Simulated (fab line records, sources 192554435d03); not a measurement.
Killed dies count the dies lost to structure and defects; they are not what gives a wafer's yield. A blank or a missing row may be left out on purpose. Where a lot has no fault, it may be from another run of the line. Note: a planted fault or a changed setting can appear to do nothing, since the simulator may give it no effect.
Lot-split experiment / flow n5-finfet / 21 wafers read across 7 lots, on a route 1938 steps long

## THE SPLIT ITSELF
At N5_BEOL_M2_TRENCH_ETCH_37 (etches SiOC in C4F6/O2, target depth 55.555 nm, time 29.2 s), the setting source-w was moved away from the recipe's 355 W on 6 of the 21 wafers read, by -11.3% to +13.5%. For the rest of the wafers, this setting stayed at what the recipe calls for.

The reading is taken at the split's own step.

## THE READING
rf-vpp-V, in V, at N5_BEOL_M2_TRENCH_ETCH_37 (etches SiOC in C4F6/O2, target depth 55.555 nm, time 29.2 s). A value of 666 V with a standard deviation of 14 V is what fault-free wafers of this fab line usually give.

wafer=L075.1; tool, chamber at the split=rie-diel-02, 0; source-w as run, W=355; against the recipe=recipe; rf-vpp-V, V=662; against lot-mates on the recipe=-
wafer=L075.4; tool, chamber at the split=rie-diel-02, 2; source-w as run, W=355; against the recipe=recipe; rf-vpp-V, V=637; against lot-mates on the recipe=-
wafer=L075.5; tool, chamber at the split=rie-diel-02, 0; source-w as run, W=355; against the recipe=recipe; rf-vpp-V, V=661; against lot-mates on the recipe=-
wafer=L080.3; tool, chamber at the split=rie-diel-02, 0; source-w as run, W=355; against the recipe=recipe; rf-vpp-V, V=661; against lot-mates on the recipe=-
wafer=L080.4; tool, chamber at the split=rie-diel-02, 1; source-w as run, W=315; against the recipe=-11.3%; rf-vpp-V, V=706; against lot-mates on the recipe=+46
wafer=L080.6; tool, chamber at the split=rie-diel-02, 3; source-w as run, W=355; against the recipe=recipe; rf-vpp-V, V=659; against lot-mates on the recipe=-
wafer=L085.4; tool, chamber at the split=rie-diel-06, 3; source-w as run, W=393.3; against the recipe=+10.8%; rf-vpp-V, V=634; against lot-mates on the recipe=-42
wafer=L085.5; tool, chamber at the split=rie-diel-06, 2; source-w as run, W=355; against the recipe=recipe; rf-vpp-V, V=664; against lot-mates on the recipe=-
wafer=L085.6; tool, chamber at the split=rie-diel-06, 1; source-w as run, W=355; against the recipe=recipe; rf-vpp-V, V=688; against lot-mates on the recipe=-
wafer=L083.3; tool, chamber at the split=rie-diel-06, 0; source-w as run, W=387.6; against the recipe=+9.2%; rf-vpp-V, V=626; against lot-mates on the recipe=-40
wafer=L083.5; tool, chamber at the split=rie-diel-06, 2; source-w as run, W=355; against the recipe=recipe; rf-vpp-V, V=666; against lot-mates on the recipe=-
wafer=L083.6; tool, chamber at the split=rie-diel-06, 3; source-w as run, W=387.6; against the recipe=+9.2%; rf-vpp-V, V=637; against lot-mates on the recipe=-29
wafer=L084.1; tool, chamber at the split=rie-diel-03, 3; source-w as run, W=355; against the recipe=recipe; rf-vpp-V, V=659; against lot-mates on the recipe=-
wafer=L084.2; tool, chamber at the split=rie-diel-03, 2; source-w as run, W=355; against the recipe=recipe; rf-vpp-V, V=660; against lot-mates on the recipe=-
wafer=L084.5; tool, chamber at the split=rie-diel-03, 0; source-w as run, W=355; against the recipe=recipe; rf-vpp-V, V=677; against lot-mates on the recipe=-
wafer=L090.2; tool, chamber at the split=rie-diel-03, 1; source-w as run, W=394.3; against the recipe=+11.1%; rf-vpp-V, V=652; against lot-mates on the recipe=-16
wafer=L090.3; tool, chamber at the split=rie-diel-03, 0; source-w as run, W=355; against the recipe=recipe; rf-vpp-V, V=677; against lot-mates on the recipe=-
wafer=L090.6; tool, chamber at the split=rie-diel-03, 2; source-w as run, W=355; against the recipe=recipe; rf-vpp-V, V=660; against lot-mates on the recipe=-
wafer=L092.1; tool, chamber at the split=rie-diel-03, 2; source-w as run, W=355; against the recipe=recipe; rf-vpp-V, V=658; against lot-mates on the recipe=-
wafer=L092.2; tool, chamber at the split=rie-diel-03, 1; source-w as run, W=355; against the recipe=recipe; rf-vpp-V, V=688; against lot-mates on the recipe=-
wafer=L092.4; tool, chamber at the split=rie-diel-03, 3; source-w as run, W=403.1; against the recipe=+13.5%; rf-vpp-V, V=616; against lot-mates on the recipe=-57

FIT RESULTS
A straight line over all 21 wafers: rf-vpp-V changes by -3.14 V for each +1% of source-w; r = -0.82; the points scatter about the line by 13 V.
The same after taking each lot's own level away (the mean of its wafers on the recipe; 21 wafers): -3.61 V for each +1%; r = -0.89; scatter 11 V.
Per that fit: largest source-w move, reading shift of 49 V.
The span of the lots' own levels, 653.3 to 676.0 V, comes to 1.6 times the standard deviation stated above.
So the lot-to-lot level changes the slope: the two fits differ.
Check: for one of the wafers moved furthest among these (+13.5%), held out of the fit, the line's prediction against its lot-mates is -45.1 V. Against them it came out at -57 V.
Tool readings at the split's step, against how far the setting was moved: rf-vpp-V r = -0.82.

## OTHER SPLITS ON THESE WAFERS
Note: prior to the reading, these wafers also went through further splits. Each is held against what the fit with the lots' levels taken away leaves over:
other split on the same wafers=N5_BEOL_M2_COAT_22 spin-rpm; wafers away from the commonest value=5; r with rf-vpp-V (lot level and that fit taken away)=+0.16

## THE FILE'S OWN FIT
rf-vpp-V changes by -3.54 V for each +1% of source-w, r = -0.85.
